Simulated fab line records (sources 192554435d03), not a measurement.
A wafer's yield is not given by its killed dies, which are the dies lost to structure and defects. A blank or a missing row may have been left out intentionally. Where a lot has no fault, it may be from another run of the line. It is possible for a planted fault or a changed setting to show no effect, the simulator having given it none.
What tool caused it? | flow n5_finfet | 11 lots with 33 wafers sampled at 3 steps, on a route of 1938 steps

== WHAT THE GAUGES READ, wafer by wafer ==
N5_BEOL_M11_THK_MEAS_53: measures by xrf. Usual: M11_THK gives 139 nm (standard deviation 3.5).
lot  | measured     | on            | M11_THK (nm) | flag
L527 | day 11 05:41 | film_metro-02 | 140 138 143  |
L529 | day 11 21:16 | film_metro-01 | 137 135 134  |
L530 | day 12 05:59 | film_metro-02 | 139 140 137  |
L531 | day 12 19:13 | film_metro-02 | 137 142 142  |
L537 | day 14 03:09 | film_metro-01 | 134 139 137  |
L538 | day 14 07:40 | film_metro-02 | 137 138 140  |
L540 | day 14 21:04 | film_metro-02 | 134 139 140  |
L543 | day 15 17:10 | film_metro-01 | 137 130 137  |
L544 | day 16 23:41 | film_metro-01 | 137 141 140  |
L547 | day 17 05:13 | film_metro-02 | 138 144 137  |
L548 | day 17 19:59 | film_metro-02 | 136 138 145  |

N5_BEOL_M12_CD_MEAS_28: target cd 160.2 nm. Usual: cd_nm reads 161.0 nm (standard deviation 1.5).
lot  | measured     | on        | cd_nm (nm)        | flag
L527 | day 11 07:50 | cd_sem-02 | 161.1 159.6 161.1 |
L529 | day 11 22:55 | cd_sem-01 | 159.2 159.2 159.7 |
L530 | day 12 07:46 | cd_sem-03 | 160.4 159.9 161.5 |
L531 | day 12 21:03 | cd_sem-03 | 160.5 163.2 160.6 |
L537 | day 14 04:41 | cd_sem-01 | 160.6 160.4 161.8 |
L538 | day 14 09:29 | cd_sem-01 | 162.2 162.0 162.1 |
L540 | day 14 22:44 | cd_sem-02 | 160.1 162.8 161.7 |
L543 | day 15 18:50 | cd_sem-01 | 161.5 161.2 160.9 |
L544 | day 17 01:20 | cd_sem-02 | 160.0 159.6 159.8 |
L547 | day 17 06:52 | cd_sem-03 | 160.9 159.8 160.4 |
L548 | day 17 21:49 | cd_sem-03 | 164.6 163.6 162.4 |

== WHAT TOOL EACH LOT RAN ON (gives the tool, then ch and the chambers of the sampled wafers, and finally the start) ==
lot  | N5_BEOL_M12_COAT_66
L527 | litho_track-01 ch 0, day 11 07:25
L529 | litho_track-04 ch 0, day 11 22:37
L530 | litho_track-01 ch 0, day 12 07:22
L531 | litho_track-04 ch 0, day 12 20:38
L537 | litho_track-01 ch 0, day 14 04:23
L538 | litho_track-01 ch 0, day 14 09:04
L540 | litho_track-01 ch 0, day 14 22:19
L543 | litho_track-04 ch 0, day 15 18:34
L544 | litho_track-04 ch 0, day 17 00:56
L547 | litho_track-04 ch 0, day 17 06:27
L548 | litho_track-01 ch 0, day 17 21:24
- N5_BEOL_M12_COAT_66: time 60 s, resist thk 110 nm.

== AS READ BY THE TOOLS THEMSELVES (means over the sampled wafers that have a number; for cases with no such wafer, the mark the record gives instead) ==
N5_BEOL_M12_COAT_66. Usual: exhaust_pa 45.0 Pa, standard deviation 0.8; heater_power_total_W 427.5 W, standard deviation 2.2; plate_temp_C 219.99 C, standard deviation 0.18; resist_line_temp_C 23.01 C, standard deviation 0.12; spin_speed_rpm 1499.9 rpm, standard deviation 0.86.
lot  | tool           | exhaust_pa (Pa) | heater_power_total_W (W) | plate_temp_C (C) | resist_line_temp_C (C) | spin_speed_rpm (rpm) | flag
L527 | litho_track-01 | 46.2            | 429.1                    | 220.13           | 22.94                  | 1500.5               |
L529 | litho_track-04 | 45.7            | 426.0                    | 220.09           | 22.90                  | 1499.6               |
L530 | litho_track-01 | 44.5            | 427.5                    | 219.81           | 23.05                  | 1499.4               |
L531 | litho_track-04 | 44.4            | 427.5                    | 220.02           | 22.96                  | 1499.8               |
L537 | litho_track-01 | 45.9            | 420.5                    | 217.73           | 22.99                  | 1499.2               | OFF
L538 | litho_track-01 | 45.2            | 422.5                    | 217.82           | 23.10                  | 1500.7               | OFF
L540 | litho_track-01 | 44.9            | 420.8                    | 217.54           | 23.16                  | 1499.9               | OFF
L543 | litho_track-04 | 45.1            | 426.4                    | 220.11           | 22.90                  | 1501.0               |
L544 | litho_track-04 | 44.5            | 427.9                    | 219.88           | 23.02                  | 1500.1               |
L547 | litho_track-04 | 45.3            | 428.9                    | 220.01           | 23.12                  | 1499.9               |
L548 | litho_track-01 | 45.4            | 426.9                    | 220.13           | 23.12                  | 1499.7               |

== THE ANSWER, worked out from the rows above alone ==
Rule: take the mean of a lot's wafers that have a number; if it is more than 3 standard deviations from the usual mean, the lot is off. A lot without any number at a reading at which 4 lots or more have one is off too. Any other lot the step has rows for is counted as sound. Order of review: gauges by route order, followed by the tools' own readings, for which a lot's mean as printed above is used. The first step at which some lot is off is used, and at that step the reading that is off furthest; a lot without a number counts as furthest.
Off: L537, L538, L540 (N5_BEOL_M12_COAT_66, plate_temp_C).
If a tool, at that step or one of the process steps before it, ran each lot that is off and ran no sound lot following the first of them, it fits. No candidate that was tried fits.

== WHAT THE SIMULATOR HAD INSERTED ==
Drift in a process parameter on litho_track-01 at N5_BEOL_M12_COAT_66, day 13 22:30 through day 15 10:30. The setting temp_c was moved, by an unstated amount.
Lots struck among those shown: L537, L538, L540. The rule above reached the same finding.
